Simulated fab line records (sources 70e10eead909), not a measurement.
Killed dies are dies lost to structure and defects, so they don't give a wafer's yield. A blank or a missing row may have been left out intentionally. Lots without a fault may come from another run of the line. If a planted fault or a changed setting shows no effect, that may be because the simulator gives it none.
Chamber matching ; flow nandHarc ; 3 sister chambers for NHARC_P_M1_DEP_33 on pecvd-01
The step deposits SiCN, target thk 30 nm. 14 wafers are shown with their chamber, then 7 later ones without.

== WAFERS, EACH WITH ITS CHAMBER ==
wafer;chamber;heaterPowerOuterW (W);heaterPowerW (W)
L077.3;0;419;605
L077.4;0;417;623
L077.6;1;330;591
L080.1;1;297;517
L080.2;2;322;535
L080.4;1;294;525
L084.3;2;245;465
L084.5;2;252;473
L084.6;0;418;619
L090.3;2;259;483
L090.4;2;275;485
L090.6;1;303;539
L091.1;1;345;590
L091.3;0;402;602

SIGNATURES (means of the wafers above)
reading;chamber 0;chamber 1;chamber 2;scatter within a chamber
heaterPowerOuterW;414.00;313.80;270.60;23.4
heaterPowerW;612.25;552.40;488.20;27.6
Rule: for each reading, subtract the chamber's mean from the wafer's reading, divide by that reading's scatter and square the result; add these up over the readings and take the root, which gives the wafer's distance from the chamber. The wafer belongs to the nearest chamber; if the next one is less than 2 further off, it can't be placed. The scatter: take each reading less its chamber's mean, square it, sum over the shown wafers, divide by the number of wafers less the number of chambers, and take the root.

== WAFERS WHOSE CHAMBER IS MISSING ==
wafer;heaterPowerOuterW (W);heaterPowerW (W)
L091.5;396;599
L095.4;261;461
L095.5;312;571
L095.6;453;674
L097.3;434;655
L097.4;448;643
L097.5;336;568

== WHICH CHAMBER EACH WENT THROUGH ==
wafer;from the rows above;in truth
L091.5;0;0
L095.4;2;2
L095.5;1;1
L095.6;0;0
L097.3;0;0
L097.4;0;0
L097.5;1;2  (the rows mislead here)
Correctly placed: 6 of 7. Not placeable from these rows: 0. 1 placed wrongly.
